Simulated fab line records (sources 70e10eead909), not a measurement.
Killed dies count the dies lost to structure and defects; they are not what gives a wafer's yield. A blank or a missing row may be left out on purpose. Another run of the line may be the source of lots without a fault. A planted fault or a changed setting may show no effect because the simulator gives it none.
Chamber matching    flow nandHarc    4 sister chambers for NHARC_A_DECK1_JOINT_CMP_02 on cmp-01
The step polishes SiOx. 16 wafers are shown with their chamber, then 8 later ones without.

## WAFERS, EACH WITH ITS CHAMBER
wafer   chamber  motorCurrentA (A)  edgeZonePressureFrac
L078.2  0        10.4               0.996
L078.4  1        11.0               0.995
L078.6  2        12.1               0.999
L080.1  3        12.1               0.998
L080.3  0        10.5               1.007
L080.6  1        10.9               1.013
L081.2  3        11.1               0.999
L081.4  2        12.2               0.994
L081.5  0        10.5               1.002
L082.2  3        11.2               1.002
L082.4  1        10.7               0.997
L082.6  2        12.3               1.002
L085.1  3        11.2               1.002
L085.5  0        10.1               1.002
L085.6  1        11.0               0.995
L087.1  1        11.3               1.004

SIGNATURES (means of the wafers above)
reading               chamber 0  chamber 1  chamber 2  chamber 3  scatter within a chamber
motorCurrentA         10.375     10.980     12.200     11.400     0.285
edgeZonePressureFrac  1.00175    1.00080    0.99833    1.00025    0.00538
Rule: for each reading, subtract the chamber's mean from the wafer's reading, divide by that reading's scatter and square the result; add these up over the readings and take the root, which gives the wafer's distance from the chamber. The wafer belongs to the nearest chamber; if the next one is less than 2 further off, it can't be placed. How the scatter is found: for the shown wafers, subtract from each reading the mean of its chamber, square and add these, divide the total by (wafers less chambers), then take the root.

## WAFERS WITHOUT THEIR CHAMBER
wafer   motorCurrentA (A)  edgeZonePressureFrac
L087.3  12.3               1.001
L087.6  12.0               0.998
L091.3  12.2               1.006
L091.5  10.3               0.991
L091.6  11.5               0.991
L097.2  11.1               1.003
L097.4  10.6               1.001
L097.6  10.5               1.002

## THE CHAMBER EACH PASSED THROUGH
wafer    from the rows above            in truth
L087.3   2                              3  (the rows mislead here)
L087.6   can't be placed: 2 or 3        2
L091.3   can't be placed: 2 or 3        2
L091.5   can't be placed: 0 or 1        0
L091.6   can't be placed: 3 or 1 or 2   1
L097.2   can't be placed: 1 or 3 or 0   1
L097.4   can't be placed: 0 or 1        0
L097.6   can't be placed: 0 or 1        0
Correctly placed: 0 of 8. From these rows, 7 cannot be placed; in 7 the true chamber is one of the candidates. Number placed wrongly: 1.
